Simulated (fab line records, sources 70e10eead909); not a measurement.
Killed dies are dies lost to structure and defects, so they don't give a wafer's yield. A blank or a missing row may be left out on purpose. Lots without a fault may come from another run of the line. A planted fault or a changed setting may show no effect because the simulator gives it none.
Which tool did it? | flow nand_harc | 12 lots, 36 wafers sampled, at 6 steps of a route of 1302

WHAT THE GAUGES READ, wafer by wafer
NHARC_P_ZERO_WELL_CD_MEAS_52: target cd 2000 nm. Usual: cd_nm 2000.2 nm, standard deviation 1.3.
lot  | measured     | on        | cd_nm (nm)           | flag
L483 | day 2 01:34  | cd_sem-02 | 2002.2 2002.1 2001.6 |
L484 | day 2 13:07  | cd_sem-02 | 1999.2 2001.0 2001.5 |
L486 | day 3 08:06  | cd_sem-01 | 2000.3 2000.0 2000.2 |
L487 | day 3 17:58  | cd_sem-01 | 1999.9 1999.5 1998.0 |
L491 | day 5 09:45  | cd_sem-03 | 1999.2 1999.0 2000.3 |
L494 | day 6 16:01  | cd_sem-02 | 1838.0 1836.8 1835.9 | OFF
L498 | day 8 08:28  | cd_sem-01 | 2001.7 2001.4 1999.7 |
L502 | day 9 23:34  | cd_sem-03 | 2000.3 1999.3 2001.3 |
L503 | day 10 09:37 | cd_sem-01 | 1998.1 1999.1 1998.2 |
L504 | day 10 19:56 | cd_sem-01 | 2000.5 2000.6 2001.8 |
L505 | day 11 05:49 | cd_sem-01 | 1998.3 2000.7 2000.8 |
L506 | day 11 15:44 | cd_sem-03 | 1999.4 1997.7 1999.4 |

NHARC_END_SORT_01. Usual: killed_at_array 56, standard deviation 21; killed_at_other 1.2, standard deviation 1.6; killed_at_periphery 3.7, standard deviation 2.5; killed_dies 61, standard deviation 21; killed_open 3.1, standard deviation 1.8; killed_short 2.8, standard deviation 1.7.
lot  | measured     | on        | killed_at_array | killed_at_other | killed_at_periphery | killed_dies | killed_open | killed_short | flag
L494 | day 29 01:17 | prober-02 | 47 47 42        | 3 0 0           | 9 3 8               | 59 50 50    | 5 0 2       | 4 2 3        |

WHICH TOOL RAN EACH LOT (tool, then ch and the chambers of the sampled wafers, then the start)
lot  | NHARC_P_ZERO_WELL_ETCH_62                     | NHARC_P_ZERO_WELL_EXPOSE_49       | NHARC_P_GATE_DEP_103            | NHARC_P_GATE_ETCH_32
L483 | rie_diel-07 ch 1,2,3, day 2 01:24 or earlier  | krf_scanner-02 ch 0, day 2 01:24  | pecvd-03 ch 1,2, day 5 08:05    | rie_si-01 ch 0,1,3, day 5 09:25
L484 | rie_diel-07 ch 0,2,3, day 2 12:58 or earlier  | krf_scanner-01 ch 0, day 2 12:58  | pecvd-02 ch 1,2, day 5 12:40    | rie_si-01 ch 0,1,2, day 5 14:01
L486 | rie_diel-13 ch 0,1,3, day 3 07:56 or earlier  | krf_scanner-02 ch 0, day 3 07:56  | pecvd-03 ch 0,2, day 6 00:23    | rie_si-06 ch 0,1, day 6 01:43
L487 | rie_diel-07 ch 1,3, day 3 17:49 or earlier    | krf_scanner-02 ch 0, day 3 17:49  | pecvd-02 ch 1,2, day 6 15:22    | rie_si-06 ch 0,2,3, day 6 16:32
L491 | rie_diel-13 ch 1,3, day 5 09:35 or earlier    | krf_scanner-04 ch 0, day 5 09:35  | pecvd-01 ch 0,1, day 8 05:10    | rie_si-04 ch 1,2, day 8 06:22
L494 | rie_diel-13 ch 1,2, day 6 15:52 or earlier    | krf_scanner-01 ch 0, day 6 15:52  | pecvd-03 ch 0,1,2, day 9 15:38  | rie_si-01 ch 1,2,3, day 9 16:59
L498 | rie_diel-07 ch 0,1,2, day 8 08:19 or earlier  | krf_scanner-04 ch 0, day 8 08:19  | pecvd-01 ch 0,1,2, day 10 22:30 | rie_si-04 ch 1,2,3, day 10 23:49
L502 | rie_diel-07 ch 0,1,3, day 9 23:25 or earlier  | krf_scanner-01 ch 0, day 9 23:25  | pecvd-02 ch 1,2, day 12 22:01   | rie_si-01 ch 0,1,3, day 12 23:22
L503 | rie_diel-05 ch 0,1,2, day 10 09:28 or earlier | krf_scanner-04 ch 0, day 10 09:28 | pecvd-03 ch 1,2, day 13 09:25   | rie_si-06 ch 1,2,3, day 13 10:43
L504 | rie_diel-07 ch 1,2, day 10 19:47 or earlier   | krf_scanner-01 ch 0, day 10 19:47 | pecvd-01 ch 1,2, day 13 08:49   | rie_si-04 ch 0,1,2, day 13 10:34
L505 | rie_diel-07 ch 0,2,3, day 11 05:39 or earlier | krf_scanner-01 ch 0, day 11 05:39 | pecvd-03 ch 0,1,2, day 13 21:02 | rie_si-06 ch 0,2, day 13 22:22
L506 | rie_diel-07 ch 0,2,3, day 11 15:35 or earlier | krf_scanner-01 ch 0, day 11 15:35 | pecvd-03 ch 0,1,2, day 14 11:12 | rie_si-01 ch 0,1,2, day 14 12:38
- NHARC_P_ZERO_WELL_ETCH_62: etches the open film in CHF3/Ar, target depth 13 nm, time 6.5 s.
- NHARC_P_ZERO_WELL_EXPOSE_49: exposes mask P HVPW, target cd 2000 nm.
- NHARC_P_GATE_DEP_103: deposits SiON, target thk 30 nm.
- NHARC_P_GATE_ETCH_32: etches the open film in HBr/Cl2, target depth 150 nm, time 100.1 s.

WHAT THE TOOLS THEMSELVES READ (means of the sampled wafers that have a number; where no wafer has one, the mark that the record gives instead)
NHARC_P_ZERO_WELL_ETCH_62. Usual: drypump_motor_current_A 5.9 A, standard deviation 0.35; oes_product_au 0.961 a.u., standard deviation 0.019; rf_fwd_power_W 488.2 W, standard deviation 2.2; rf_vpp_V 370.4 V, standard deviation 2.8; showerhead_plenum_p_Torr 2.34 Torr, standard deviation 0.12; throttle_valve_pct 20.216 %, standard deviation 0.0091.
lot  | tool        | drypump_motor_current_A (A) | oes_product_au (a.u.) | rf_fwd_power_W (W) | rf_vpp_V (V) | showerhead_plenum_p_Torr (Torr) | throttle_valve_pct (%) | flag
L483 | rie_diel-07 | 5.9                         | 0.976                 | 486.2              | 371.5        | 2.38                            | 20.217                 |
L484 | rie_diel-07 | 6.1                         | 0.932                 | 486.8              | 371.2        | 2.36                            | 20.220                 |
L486 | rie_diel-13 | 6.3                         | 0.977                 | 491.7              | 370.1        | 2.34                            | 20.210                 |
L487 | rie_diel-07 | 5.8                         | 0.970                 | 487.0              | 370.0        | 2.34                            | 20.218                 |
L491 | rie_diel-13 | 6.3                         | 0.961                 | 490.2              | 372.5        | 2.40                            | 20.217                 |
L494 | rie_diel-13 | 6.3                         | 0.982                 | 488.4              | 371.6        | 2.38                            | 20.213                 |
L498 | rie_diel-07 | 5.9                         | 0.941                 | 486.2              | 368.2        | 2.26                            | 20.207                 |
L502 | rie_diel-07 | 6.0                         | 0.973                 | 489.3              | 370.2        | 2.31                            | 20.212                 |
L503 | rie_diel-05 | 5.7                         | 0.957                 | 488.1              | 373.3        | 2.46                            | 20.216                 |
L504 | rie_diel-07 | 5.9                         | 0.974                 | 488.5              | 369.3        | 2.30                            | 20.222                 |
L505 | rie_diel-07 | 6.1                         | 0.973                 | 488.3              | 369.7        | 2.34                            | 20.216                 |
L506 | rie_diel-07 | 6.0                         | 0.949                 | 487.1              | 371.3        | 2.34                            | 20.216                 |

NHARC_P_GATE_DEP_103. Usual: heater_power_w 726 W, standard deviation 100; rf_fwd_power_W 348.5 W, standard deviation 1.1.
lot  | tool     | heater_power_w (W) | rf_fwd_power_W (W) | flag
L483 | pecvd-03 | 768                | 348.4              |
L484 | pecvd-02 | 564                | 348.1              |
L486 | pecvd-03 | 752                | 347.6              |
L487 | pecvd-02 | 601                | 348.6              |
L491 | pecvd-01 | 767                | 346.4              |
L494 | pecvd-03 | 810                | 347.9              |
L498 | pecvd-01 | 721                | 348.2              |
L502 | pecvd-02 | 544                | 349.8              |
L503 | pecvd-03 | 841                | 349.8              |
L504 | pecvd-01 | 661                | 347.6              |
L505 | pecvd-03 | 840                | 348.0              |
L506 | pecvd-03 | 795                | 348.9              |

NHARC_P_GATE_ETCH_32. Usual: drypump_motor_current_A 5.8 A, standard deviation 0.37; oes_product_au 0.999 a.u., standard deviation 0.0067; rf_fwd_power_W 396.9 W, standard deviation 1.6; throttle_valve_pct 26.406 %, standard deviation 0.0092.
lot  | tool      | drypump_motor_current_A (A) | oes_product_au (a.u.) | rf_fwd_power_W (W) | throttle_valve_pct (%) | flag
L483 | rie_si-01 | 5.5                         | 1.002                 | 396.4              | 26.400                 |
L484 | rie_si-01 | 5.8                         | 0.997                 | 396.7              | 26.413                 |
L486 | rie_si-06 | 5.6                         | 0.999                 | 396.4              | 26.406                 |
L487 | rie_si-06 | 5.6                         | 0.993                 | 396.8              | 26.409                 |
L491 | rie_si-04 | 5.7                         | 1.004                 | 396.0              | 26.397                 |
L494 | rie_si-01 | 5.6                         | 0.996                 | 395.3              | 26.410                 |
L498 | rie_si-04 | 5.8                         | 0.998                 | 398.8              | 26.407                 |
L502 | rie_si-01 | 5.5                         | 1.000                 | 396.3              | 26.407                 |
L503 | rie_si-06 | 5.8                         | 1.005                 | 396.0              | 26.400                 |
L504 | rie_si-04 | 5.8                         | 0.993                 | 397.3              | 26.403                 |
L505 | rie_si-06 | 5.4                         | 1.003                 | 397.0              | 26.402                 |
L506 | rie_si-01 | 5.8                         | 1.004                 | 396.4              | 26.416                 |

THE ANSWER, worked out from the rows above alone
Rule: a lot is off if the mean of its wafers that have a number lies more than 3 standard deviations from the usual mean. A lot without any number at a reading at which 4 lots or more have one is off too. The other lots that the step has rows for count as sound. The gauges are gone through in route order, then the tools' own readings, and for those a lot's mean is taken as printed above. The first step at which some lot is off is used, and at that step the reading that is off furthest; a lot without a number counts as furthest.
Off: L494, at NHARC_P_ZERO_WELL_CD_MEAS_52 (cd_nm).
A tool fits if, at a process step before that reading, it ran every lot that is off, and no sound lot after the first of them. The gauges at NHARC_P_ZERO_WELL_CD_MEAS_52 are tried like those tools. NHARC_P_ZERO_WELL_ETCH_62 gives no start for some lots, so the hours and the order of its lots are those of NHARC_P_ZERO_WELL_EXPOSE_49. Can't be told from this: 2 tools fit, rie_diel-13 at NHARC_P_ZERO_WELL_ETCH_62, cd_sem-02 at NHARC_P_ZERO_WELL_CD_MEAS_52.

WHAT THE SIMULATOR HAD PUT IN
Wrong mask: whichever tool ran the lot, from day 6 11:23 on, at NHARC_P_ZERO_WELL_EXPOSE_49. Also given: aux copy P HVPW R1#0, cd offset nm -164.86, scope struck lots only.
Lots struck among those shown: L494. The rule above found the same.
